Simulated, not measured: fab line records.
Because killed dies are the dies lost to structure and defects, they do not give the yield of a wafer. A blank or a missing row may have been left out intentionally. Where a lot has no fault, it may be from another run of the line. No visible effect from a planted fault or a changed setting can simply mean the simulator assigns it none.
fab line records	flow n5_finfet
record: lots: 6	wafers: 17	last_day: 19
route steps=1938 shown HKMG_FIN@445 BEOL_M4@1111 PASSIVATION@1936
lots untouched by any fault: they come from a run of this same line in which no faults occurred
start_h: hours from the record's opening day to when the first of the lot's shown wafers began	wait_h: how many hours have passed since the lot's step before this one	" unchanged from the row above	L1.1+2: one row covering several wafers at once	- no value present, or no start provided	* or withheld: withheld	< > ~ a bound
route shown NAME@n: a module of which the file shows steps, and the number in the route of the first	usual: mean/standard deviation taken from wafers without a fault	same: alike in all rows	chamber/n: place in a boat	sites: readings site by site	_std_site: the standard deviation of these	_edge_site: mean of outer sites minus mean of inner sites	radius_mm: for every site, how far away it sits from the centre of the wafer	mask NAME#n: copy n	behind: the most recent tool/chamber to have shaped the wafer	hold: why the lot went on hold/how many hours it stayed there/how the hold came to an end	device: which transistor (n, p or np) failed to switch	end of line: tests of these same wafers at the route's end	step lacking rows: just its recipe	killed: count of dies lost to structure and defects at first sort (not the wafer's yield)	map: a wafer's dies, x killed, . not, _ none there
set.NAME: the setting that was run; set.NAME@STEP: the one run at that earlier step	model.NAME: the simulator's own value behind a step, which no gauge read
certain route steps with their lots: each step a table, each wafer a row
services: the hour from which a tool's chamber was out of use, counted from the record's first day as start_h (under 0 if before that day), plus the number of hours and why
== steps ==
step: N5_HKMG_FIN_STRIP_89
recipe: chemistry: N2/H2	material: SOC	time_s: 20	power_w: 500	temp_c: 40	pressure_mtorr: 50	rf_frequency_hz: 6e+07	bias_power_w: 8	h2_frac: 0.5	n2_flow_sccm: 300	h2_flow_sccm: 300
step: N5_HKMG_FIN_WET_ETCH_87
recipe: chemistry: SC1	target: TiN	mix: 1:2:40	temp_c: 50	time_s: 154.2	target_depth_nm: 4.7	dry: ipa_marangoni	rinse_time_s: 30	rinse_temp_c: 23
step: N5_HKMG_FIN_STRIP_88
recipe: chemistry: N2/H2	power_w: 2500	temp_c: 300	h2_frac: 0.65	time_s: 360	pressure_mtorr: withheld	n2_flow_sccm: 1750	h2_flow_sccm: 3250
usual: drypump_motor_current_A: 5.9/0.32	heater_power_w: 458/46
same: time_s: 360
lot.wafer	tool	chamber	start_h	wait_h	drypump_motor_current_A	heater_power_w	rf_hours_counter_h
L112.3	plasma_asher-01	0	91.98	0.1	6.1	480	-
L112.4	"	1	"	"	6.3	502	-
L112.5	"	1	"	"	6.3	511	-
L116.2	plasma_asher-01	1	115.81	0.0	6.3	513	93
L116.3	"	1	"	"	6.3	503	-
L116.5	"	1	"	"	6.3	489	-
L119.2	plasma_asher-01	0	128.03	0.0	6.1	475	96
L119.5	"	1	"	"	6.4	510	-
L119.6	"	0	"	"	6.1	474	-
L122.2	plasma_asher-02	1	145.23	0.0	5.5	490	53
L122.3	"	0	"	"	5.7	384	-
L122.5	"	1	"	"	5.5	474	-
L128.1	plasma_asher-01	1	178.24	0.0	6.3	516	106
L128.3	"	1	"	"	6.3	511	-
L128.4	"	0	"	"	6.1	482	-
L131.5	plasma_asher-02	1	199.01	0.3	5.5	482	-
L131.6	"	0	"	"	5.7	390	-
step: N5_HKMG_FIN_NWFM_ALD_20
recipe: material: TiAlC	target_thk_a: 20	temp_c: 300	ald_precursor_family: TiCl4	ald_co_reactant: TEA	pulse_time_s: 3	purge_time_s: 2	co_reactant_purge_time_s: 2	co_reactant_pulse_time_s: 10	ald_cycles: 7	pressure_torr: 3
usual: ald_cycles: 7/0	heater_power_outer_w: 283/25	heater_power_w: 493/48	precursor_pulse_height_rel: 0.998/0.021
lot.wafer	tool	chamber	start_h	wait_h	ald_cycles	heater_power_outer_w	heater_power_w	precursor_pulse_height_rel
L112.3	ald_metal-01	0	92.25	0.1	7	270	472	0.991
L112.4	"	3	"	"	7	247	423	1.008
L112.5	"	1	"	"	7	281	502	0.961
L116.2	ald_metal-01	3	116.19	0.3	7	252	435	1.053
L116.3	"	1	"	"	7	274	519	1.007
L116.5	"	3	"	"	7	251	430	1.022
L119.2	ald_metal-02	3	128.41	0.3	7	285	502	0.990
L119.5	"	3	"	"	7	278	489	1.002
L119.6	"	2	"	"	7	281	486	0.981
L122.2	ald_metal-01	1	145.61	0.3	7	276	501	0.981
L122.3	"	0	"	"	7	263	469	0.993
L122.5	"	3	"	"	7	259	436	1.017
L128.1	ald_metal-01	1	178.62	0.3	7	262	505	0.998
L128.3	"	0	"	"	7	271	463	1.027
L128.4	"	2	"	"	7	293	498	1.017
L131.5	ald_metal-02	0	199.20	0.1	7	322	575	0.961
L131.6	"	2	"	"	7	290	474	1.003
step: N5_HKMG_FIN_ALD_71
recipe: material: TiN	target_thk_a: 10	temp_c: 400	ald_precursor_family: TiCl4	ald_co_reactant: NH3	pulse_time_s: 1	purge_time_s: 3	co_reactant_purge_time_s: 2	co_reactant_pulse_time_s: 2	ald_cycles: 47	pressure_torr: 3
usual: ald_cycles: 47/0	heater_power_outer_w: 555/50	heater_power_w: 881/87	precursor_pulse_height_rel: 0.995/0.02
lot.wafer	tool	chamber	start_h	wait_h	ald_cycles	heater_power_outer_w	heater_power_w	precursor_pulse_height_rel
L112.3	ald_metal-01	0	92.35	0.0	47	522	831	0.948
L112.4	"	3	"	"	47	504	768	1.002
L112.5	"	1	"	"	47	549	888	0.996
L116.2	ald_metal-01	3	116.29	0.0	47	506	776	1.009
L116.3	"	1	"	"	47	531	905	0.964
L116.5	"	3	"	"	47	497	763	0.989
L119.2	ald_metal-02	3	128.51	0.0	47	545	880	1.003
L119.5	"	3	"	"	47	553	872	0.989
L119.6	"	2	"	"	47	554	897	0.959
L122.2	ald_metal-01	1	145.71	0.0	47	528	872	1.025
L122.3	"	0	"	"	47	520	864	0.970
L122.5	"	3	"	"	47	495	766	0.992
L128.1	ald_metal-01	1	178.72	0.0	47	540	874	0.999
L128.3	"	0	"	"	47	534	836	0.999
L128.4	"	2	"	"	47	562	879	0.976
L131.5	ald_metal-02	0	199.37	0.1	47	617	1029	1.017
L131.6	"	2	"	"	47	564	867	1.017
step: N5_HKMG_FIN_COAT_66
recipe: resist: SOC	temp_c: 250	time_s: 60	spin_rpm: 1500	resist_thk_nm: 300
step: N5_HKMG_FIN_ETCH_67
recipe: chemistry: N2/H2	target: SOC	target_depth_a: 3889	stop_on: TiN	ion_energy_ev: 100	bias_w: 61	pressure_mtorr: 30	source_w: 850	n2_flow_sccm: 200	h2_flow_sccm: 200
step: N5_HKMG_FIN_STRIP_90
recipe: chemistry: N2/H2	material: SOC	time_s: 20	power_w: 500	temp_c: 40	pressure_mtorr: 50	rf_frequency_hz: 6e+07	bias_power_w: 8	h2_frac: 0.5	n2_flow_sccm: 300	h2_flow_sccm: 300
usual: drypump_motor_current_A: 5.9/0.49	oes_product_au: 0.82/0.085	power_w: 500.1/1.6	rf_vpp_V: 54.0/0.85	showerhead_plenum_p_Torr: 3.35/0.12	throttle_valve_pct: 18.9/0.33
same: time_s: 20
lot.wafer	tool	chamber	start_h	wait_h	drypump_motor_current_A	oes_product_au	power_w	rf_hours_counter_h	rf_vpp_V	showerhead_plenum_p_Torr	throttle_valve_pct
L112.3	rie_diel-01	2	92.74	0.0	5.4	0.73	498.8	173	53.7	3.48	19.1
L112.4	"	0	"	"	6.3	0.79	500.7	115	53.3	3.23	18.7
L112.5	"	3	"	"	5.1	0.79	500.4	-	54.5	3.09	18.4
L116.2	rie_diel-03	0	116.86	0.0	6.0	0.87	501.5	49	54.7	3.28	19.6
L116.3	"	1	"	"	6.5	0.90	499.1	21	52.4	3.43	18.7
L116.5	"	0	"	"	6.0	0.85	500.4	-	53.5	3.28	19.6
L119.2	rie_diel-01	1	128.91	0.0	6.5	0.87	503.3	33	54.0	3.31	18.8
L119.5	"	0	"	"	6.2	0.78	500.9	-	53.8	3.23	18.7
L119.6	"	3	"	"	5.1	0.77	500.1	-	52.9	3.08	18.4
L122.2	rie_diel-05	2	146.11	0.0	5.6	0.77	498.7	179	54.1	3.49	19.2
L122.3	"	1	"	"	6.2	0.98	503.0	5	54.1	3.28	18.7
L122.5	"	0	"	"	5.4	0.88	499.6	-	54.3	3.41	18.9
L128.1	rie_diel-05	2	179.15	0.0	5.6	0.76	501.1	194	53.9	3.48	19.2
L128.3	"	0	"	"	5.3	0.84	501.0	57	53.9	3.40	19.0
L128.4	"	1	"	"	6.2	0.92	498.1	20	55.0	3.28	18.7
L131.5	rie_diel-01	0	199.68	0.0	6.2	0.76	501.6	-	53.8	3.22	18.8
L131.6	"	1	"	"	6.5	0.84	498.0	-	53.7	3.30	18.9
step: N5_HKMG_FIN_WET_ETCH_73
recipe: chemistry: SC1	mix: 1:2:40	temp_c: 50	time_s: 42.3	target_depth_nm: 1.3	dry: ipa_marangoni	rinse_time_s: 30	rinse_temp_c: 23
step: N5_HKMG_FIN_ETCHBACK_68
recipe: chemistry: Cl2/Ar	stop_on: HfO2	target_depth_a: 5	pressure_mtorr: 10	icp_w: 600	bias_w: 60	Cl2_flow_sccm: 40	Ar_flow_sccm: 60
step: N5_HKMG_FIN_STRIP_69
recipe: chemistry: N2/H2	power_w: 2500	temp_c: 300	h2_frac: 0.65	time_s: 360	pressure_mtorr: withheld	n2_flow_sccm: 1750	h2_flow_sccm: 3250
usual: drypump_motor_current_A: 6.0/0.32	heater_power_w: 464/45
same: time_s: 360
lot.wafer	tool	chamber	start_h	wait_h	drypump_motor_current_A	heater_power_w	rf_hours_counter_h
L112.3	plasma_asher-01	1	93.16	0.2	6.4	506	-
L112.4	"	0	"	"	6.1	473	-
L112.5	"	1	"	"	6.3	505	-
L116.2	plasma_asher-02	0	117.21	0.1	5.7	375	46
L116.3	"	1	"	"	5.5	474	-
L116.5	"	0	"	"	5.7	384	-
L119.2	plasma_asher-01	0	129.21	0.1	6.1	476	96
L119.5	"	1	"	"	6.3	528	-
L119.6	"	0	"	"	6.1	468	-
L122.2	plasma_asher-01	0	146.44	0.1	6.1	483	99
L122.3	"	1	"	"	6.4	507	-
L122.5	"	1	"	"	6.3	509	-
L128.1	plasma_asher-01	1	179.49	0.1	6.4	522	106
L128.3	"	1	"	"	6.3	505	-
L128.4	"	0	"	"	6.1	480	-
L131.5	plasma_asher-01	1	200.19	0.3	6.3	498	-
L131.6	"	0	"	"	6.1	477	-
step: N5_HKMG_FIN_ALD_21
recipe: material: TiN	target_thk_a: 15	temp_c: 400	ald_precursor_family: TiCl4	ald_co_reactant: NH3	pulse_time_s: 1	purge_time_s: 3	co_reactant_purge_time_s: 2	co_reactant_pulse_time_s: 2	ald_cycles: 68	pressure_torr: 3
step: N5_HKMG_FIN_ALD_72
recipe: material: W	target_thk_a: 20	temp_c: 300	pressure_torr: 7.5	ald_precursor_family: WF6	ald_co_reactant: B2H6	pulse_time_s: 1	purge_time_s: 2	co_reactant_purge_time_s: 2	co_reactant_pulse_time_s: 3	ald_cycles: 7
usual: ald_cycles: 7/0	heater_power_outer_w: 269/21	heater_power_w: 472/30	precursor_pulse_height_rel: 1.000/0.021
lot.wafer	tool	chamber	start_h	wait_h	ald_cycles	heater_power_outer_w	heater_power_w	precursor_pulse_height_rel	model.W_of_HKMG_FIN_ALD_72.thk_nm
L112.3	cvd_w-01	0	93.81	0.2	7	277	465	1.003	2
L112.4	"	1	"	"	7	288	517	1.000	2
L112.5	"	1	"	"	7	288	500	0.966	2
L116.2	cvd_w-02	1	117.95	0.2	7	271	480	0.963	2
L116.3	"	0	"	"	7	234	418	0.996	2
L116.5	"	0	"	"	7	225	431	0.962	2
L119.2	cvd_w-01	1	129.95	0.2	7	292	524	1.042	2
L119.5	"	1	"	"	7	282	496	1.010	2
L119.6	"	0	"	"	7	270	472	0.982	2
L122.2	cvd_w-01	1	147.19	0.2	7	297	509	0.999	2
L122.3	"	1	"	"	7	286	517	1.003	2
L122.5	"	0	"	"	7	270	471	1.010	2
L128.1	cvd_w-01	1	180.24	0.2	5	299	507	1.000	1.6
L128.3	"	0	"	"	7	276	469	0.981	2
L128.4	"	1	"	"	7	290	503	0.963	2
L131.5	cvd_w-01	1	200.73	0.1	7	285	508	1.004	2.2
L131.6	"	0	"	"	5	272	477	0.986	1.6
step: N5_HKMG_FIN_W_FILL_22
recipe: material: W	target_thk_a: 600	temp_c: 400	pressure_torr: 39.4	time_s: 18.2
step: N5_BEOL_M4_RC_MEAS_101
usual: DIBL_N: 36.0/1.7	DIBL_P: 36.2/1.9	IOFF_N: 0.154/0.028	IOFF_P: 0.21/0.036	ION_N: 675/11	ION_P: 463/8.3	SS_N: 71.4/0.63	SS_P: 73.2/0.55	VT_N: 250.2/3	VT_P: -251/3.7
lot.wafer	tool	chamber	start_h	wait_h	DIBL_N[mV/V]	DIBL_P[mV/V]	IOFF_N[nA/um]	IOFF_P[nA/um]	ION_N[uA/um]	ION_P[uA/um]	SS_N[mV/dec]	SS_P[mV/dec]	VT_N[mV]	VT_P[mV]
L112.3	prober-01	0	197.75	0.3	38.6	37.1	0.169	0.22	669	460	72.1	74.1	251.6	-250
L112.4	"	0	"	"	37.7	37.1	0.153	0.22	668	459	71.8	73.8	252.2	-249
L112.5	"	0	"	"	38.5	38.1	0.171	0.26	667	463	71.6	74.1	250.9	-248
L116.2	prober-01	0	262.72	0.2	37.4	38.6	0.169	0.20	681	462	71.7	73.6	249.5	-254
L116.3	"	0	"	"	35.7	37.4	0.144	0.18	686	467	71.2	72.8	250.5	-254
L116.5	"	0	"	"	35.9	36.7	0.131	0.16	654	444	71.7	73.5	252.7	-255
L119.2	prober-01	0	276.47	0.2	35.3	37.1	0.151	0.21	679	471	70.7	73.5	249.1	-248
L119.5	"	0	"	"	36.5	38.7	0.174	0.23	673	462	71.1	74.4	246.9	-250
L119.6	"	0	"	"	35.8	37.8	0.161	0.22	690	473	71.5	73.3	249.3	-248
L122.2	prober-01	0	297.67	0.2	35.7	35.4	0.148	0.16	674	451	70.8	73.4	249.5	-256
L122.3	"	0	"	"	34.3	34.2	0.130	0.15	663	448	70.7	73.3	250.6	-256
L122.5	"	0	"	"	36.5	36.8	0.164	0.18	686	462	71.8	73.0	251.3	-256
L128.1	prober-01	0	330.18	0.0	33.6	34.5	0.131	0.17	675	460	71.1	73.3	252.0	-254
L128.3	"	0	"	"	30.1	29.5	0.082	0.12	643	444	70.7	71.4	257.1	-259
L128.4	"	0	"	"	31.6	31.8	0.101	0.14	658	450	70.3	72.9	255.4	-259
L131.5	prober-01	0	342.99	0.6	39.3	40.3	0.205	0.25	679	462	72.0	73.2	246.4	-250
L131.6	"	0	"	"	36.6	36.5	0.157	0.19	674	458	70.9	72.8	250.1	-250
step: N5_PASSIVATION_PROBE_49
usual: defect_limited_yield: 90.9/1.4	killed_at_M0_to_M3: 38/11	killed_at_M4_up: 13/5.9	killed_at_contacts: 14/6.4	killed_at_front_end: 38/11	killed_at_other: 3.3/2.5	killed_dies: 107/16	killed_open: 70/12	killed_short: 35/7.7	sort_bin_5_function: 5.3/0.94	sort_bin_6_memory: 3.5/0.7	sort_n_pass: 1073/16	sort_yield_pct: 90.9/1.4
same: gross_dies: 1180	killed_at_back_side: 0	sort_bin_4_leakage[%]: 0	sort_bin_8_speed[%]: 0
lot.wafer	tool	chamber	start_h	wait_h	defect_limited_yield[%]	killed_at_M0_to_M3	killed_at_M4_up	killed_at_contacts	killed_at_front_end	killed_at_other	killed_dies	killed_open	killed_short	sort_bin_5_function[%]	sort_bin_6_memory[%]	sort_n_pass	sort_yield_pct[%]
L112.3	prober-01	-	294.42	0.1	89.8	46	29	4	37	4	120	78	40	5.9	3.6	1060	89.8
L112.4	prober-01	-	294.47	0.2	93.0	20	16	7	33	7	83	53	30	4.0	2.8	1097	93.0
L112.5	prober-01	-	294.52	0.2	92.7	34	10	4	32	6	86	47	37	3.6	3.2	1094	92.7
L116.2	prober-01	-	372.09	0.1	90.3	34	15	15	44	7	115	69	41	6.3	2.7	1065	90.3
L116.3	prober-01	-	372.14	0.1	88.6	31	29	19	53	2	134	86	46	6.0	4.9	1046	88.6
L116.5	prober-01	-	372.24	0.2	91.8	37	7	12	39	2	97	56	39	4.2	3.9	1083	91.8
L119.2	prober-01	-	395.17	0.1	90.6	45	13	9	38	6	111	78	31	5.2	3.6	1069	90.6
L119.5	prober-01	-	395.32	0.2	91.2	44	14	11	34	1	104	70	33	5.0	3.6	1076	91.2
L119.6	prober-01	-	395.37	0.3	90.0	40	12	23	37	6	118	75	41	6.4	3.2	1062	90.0
L122.2	prober-01	-	407.08	0.1	90.6	50	19	22	20	0	111	70	39	5.8	3.1	1069	90.6
L122.3	prober-01	-	407.13	0.1	90.5	39	25	18	29	1	112	79	33	5.6	3.7	1068	90.5
L122.5	prober-01	-	407.23	0.2	90.2	36	15	14	45	6	116	67	47	6.4	2.8	1064	90.2
L128.1	prober-01	-	443.68	0.0	91.4	26	6	16	44	9	101	65	36	4.7	3.4	1079	91.4
L128.3	prober-01	-	443.78	0.1	92.4	24	8	6	46	6	90	66	23	4.0	3.2	1090	92.4
L128.4	prober-01	-	443.83	0.2	92.3	33	10	4	41	3	91	61	29	3.4	4.2	1089	92.3
L131.5	prober-01	-	464.41	0.2	90.9	31	14	22	38	2	107	77	29	5.0	3.6	1073	90.9
L131.6	prober-01	-	464.46	0.3	91.4	30	5	28	37	2	102	69	32	5.2	3.1	1078	91.4
killed by level:class
L112.3 BEOL_M0_SAQP:geometric_particle:short=12 BEOL_M4:geometric_particle:open=12 BEOL_M5:geometric_particle:open=11 FIN_SAQP:geometric_particle:open=10 BEOL_M1:geometric_particle:open=10 FIN_SAQP:geometric_particle:short=8 BEOL_M0_SAQP:geometric_particle:open=8 BEOL_M3:geometric_particle:open=7
L112.4 STI_FIN_REVEAL:geometric_particle:open=8 MOL_CONTACT_COAG:geometric_particle:open=6 BEOL_M1:geometric_particle:open=6 BEOL_M4:geometric_particle:open=6 FIN_SAQP:geometric_particle:open=5 FIN_SAQP:geometric_particle:short=5 GATE_CUT:geometric_particle:short=5 BEOL_M3:geometric_particle:open=5
L112.5 FIN_SAQP:geometric_particle:short=11 BEOL_M3:geometric_particle:open=9 BEOL_M0_SAQP:geometric_particle:open=8 BEOL_M0_SAQP:geometric_particle:short=6 BEOL_M3:geometric_particle:short=6 FIN_SAQP:geometric_particle:open=4 STI_FIN_REVEAL:geometric_particle:open=4 MOL_CONTACT_COAG:geometric_particle:open=4
L116.2 MOL_CONTACT_COAG:geometric_particle:open=11 BEOL_M0_SAQP:geometric_particle:short=10 FIN_SAQP:geometric_particle:short=8 FIN_SAQP:geometric_particle:open=8 STI_FIN_REVEAL:geometric_particle:open=7 BEOL_M3:geometric_particle:open=7 BEOL_M0_SAQP:geometric_particle:open=6 STARTING-WAFER:geometric_particle:open=6
L116.3 FIN_SAQP:geometric_particle:open=18 MOL_CONTACT_COAG:geometric_particle:open=13 FIN_SAQP:geometric_particle:short=10 BEOL_M0_SAQP:geometric_particle:short=9 BEOL_M4:geometric_particle:open=9 BEOL_M5:geometric_particle:open=8 MOL_CONTACT_COAG:geometric_particle:short=6 BEOL_M0_SAQP:geometric_particle:open=6
L116.5 BEOL_M0_SAQP:geometric_particle:short=12 BEOL_M3:geometric_particle:open=9 MOL_CONTACT_COAG:geometric_particle:open=9 FIN_SAQP:geometric_particle:short=8 BEOL_M0_SAQP:geometric_particle:open=8 FIN_SAQP:geometric_particle:open=7 STI_FIN_REVEAL:geometric_particle:open=5 STARTING-WAFER:geometric_particle:open=4
L119.2 BEOL_M2:geometric_particle:open=17 MOL_CONTACT_COAG:geometric_particle:open=9 BEOL_M0_SAQP:geometric_particle:open=8 STI_FIN_REVEAL:geometric_particle:open=7 FIN_SAQP:geometric_particle:short=6 BEOL_M1:geometric_particle:open=5 FIN_SAQP:geometric_particle:open=4 STARTING-WAFER:geometric_particle:open=4
L119.5 BEOL_M3:geometric_particle:open=9 MOL_CONTACT_COAG:geometric_particle:open=9 BEOL_M2:geometric_particle:open=9 BEOL_M0_SAQP:geometric_particle:open=8 FIN_SAQP:geometric_particle:open=7 BEOL_M3:geometric_particle:short=7 GATE_CUT:geometric_particle:short=6 STI_FIN_REVEAL:geometric_particle:open=5
L119.6 MOL_CONTACT_COAG:geometric_particle:open=16 BEOL_M2:geometric_particle:open=12 BEOL_M3:geometric_particle:open=8 MOL_CONTACT_COAG:geometric_particle:short=7 BEOL_M0_SAQP:geometric_particle:open=6 BEOL_M0_SAQP:geometric_particle:short=5 STI_FIN_REVEAL:geometric_particle:open=4 DUMMY_GATE:geometric_particle:short=4
L122.2 MOL_CONTACT_COAG:geometric_particle:open=20 BEOL_M0_SAQP:geometric_particle:short=12 BEOL_M1:geometric_particle:open=9 BEOL_M2:geometric_particle:open=9 BEOL_M4:geometric_particle:open=9 BEOL_M3:geometric_particle:short=7 BEOL_M3:geometric_particle:open=5 DUMMY_GATE:geometric_particle:short=3
L122.3 MOL_CONTACT_COAG:geometric_particle:open=14 BEOL_M4:geometric_particle:open=14 FIN_SAQP:geometric_particle:open=9 BEOL_M2:geometric_particle:open=9 BEOL_M3:geometric_particle:open=7 BEOL_M0_SAQP:geometric_particle:short=5 FIN_SAQP:geometric_particle:short=4 MOL_CONTACT_COAG:geometric_particle:short=4
L122.5 BEOL_M3:geometric_particle:open=13 MOL_CONTACT_COAG:geometric_particle:open=11 BEOL_M4:geometric_particle:open=11 FIN_SAQP:geometric_particle:short=8 GATE_CUT:geometric_particle:short=7 FIN_SAQP:geometric_particle:open=5 BEOL_M3:geometric_particle:short=5 DUMMY_GATE:geometric_particle:open=4
L128.1 FIN_SAQP:geometric_particle:short=15 MOL_CONTACT_COAG:geometric_particle:open=14 STI_FIN_REVEAL:geometric_particle:open=8 BEOL_M1:geometric_particle:open=7 FIN_SAQP:geometric_particle:open=6 BEOL_M2:geometric_particle:open=5 BEOL_M3:geometric_particle:open=5 PASS1_CAP:geometric_particle:open=4
L128.3 STI_FIN_REVEAL:geometric_particle:open=17 FIN_SAQP:geometric_particle:open=12 STI_FIN_REVEAL:geometric_particle:short=6 BEOL_M0_SAQP:geometric_particle:short=5 MOL_CONTACT_COAG:geometric_particle:open=5 STARTING-WAFER:geometric_particle:open=5 BEOL_M0_SAQP:geometric_particle:open=4 BEOL_M1:geometric_particle:open=4
L128.4 STI_FIN_REVEAL:geometric_particle:open=12 BEOL_M2:geometric_particle:open=12 FIN_SAQP:geometric_particle:open=7 FIN_SAQP:geometric_particle:short=6 BEOL_M0_SAQP:geometric_particle:short=5 MOL_CONTACT_COAG:geometric_particle:open=4 BEOL_M3:geometric_particle:open=4 GATE_CUT:geometric_particle:short=3
L131.5 MOL_CONTACT_COAG:geometric_particle:open=17 STI_FIN_REVEAL:geometric_particle:open=13 BEOL_M0_SAQP:geometric_particle:open=10 GATE_CUT:geometric_particle:open=9 BEOL_M3:geometric_particle:open=6 MOL_CONTACT_COAG:geometric_particle:short=5 BEOL_M0_SAQP:geometric_particle:short=5 BEOL_M8:geometric_particle:open=4
L131.6 MOL_CONTACT_COAG:geometric_particle:open=24 STI_FIN_REVEAL:geometric_particle:open=11 BEOL_M1:geometric_particle:open=7 FIN_SAQP:geometric_particle:open=6 FIN_SAQP:geometric_particle:short=6 BEOL_M0_SAQP:geometric_particle:short=5 MOL_CONTACT_COAG:geometric_particle:short=4 BEOL_M0_SAQP:geometric_particle:open=4
== services ==
tool	chamber	start_h	hours	kind
ald_metal-01	0	74.13	4.7	repair
ald_metal-02	0	78.36	4.6	repair
rie_diel-05	1	84.10	21.9	repair
ald_metal-01	0	88.47	3.5	repair
rie_diel-05	3	96.30	1.8	repair
rie_diel-05	2	100.11	16.3	repair
rie_diel-05	1	116.46	-	clean
rie_diel-05	1	116.46	-	consumable_replace:focus_ring
rie_diel-05	3	119.45	6.4	repair
rie_diel-05	3	134.83	-	clean
rie_diel-05	3	134.83	-	consumable_replace:focus_ring
rie_diel-05	3	134.83	29.9	scheduled_down
rie_diel-05	3	134.83	29.9	vent_cycle
cvd_w-02	-	140.14	0.9	repair
cvd_w-02	1	155.21	8.5	repair
rie_diel-03	2	157.49	2.7	repair
ald_metal-02	2	183.39	4.4	repair
cvd_w-01	-	187.49	2.8	pm
ald_metal-02	3	196.45	26.9	repair
== key ==
first_sign: step: N5_HKMG_FIN_ALD_72	reading: ald_cycles	direction: down	sigmas: 99+	usual: *	struck: *
effect none on later readings
model_effect: step: N5_HKMG_FIN_ALD_72	value: W_of_HKMG_FIN_ALD_72.thk_nm	without: 2.2	struck: 1.6
met_at N5_HKMG_FIN_ALD_72
struck_wafers L128.1,L131.6
onset_between 147.19 180.24
fault: kind: process_parameter_drift	tool: cvd_w-01	chamber: -	onset_h: 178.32	steps: N5_HKMG_FIN_ALD_72	channel: ald_cycles	offset: *	shape: step	end_h: 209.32	scope: struck_wafers_only	stated: *
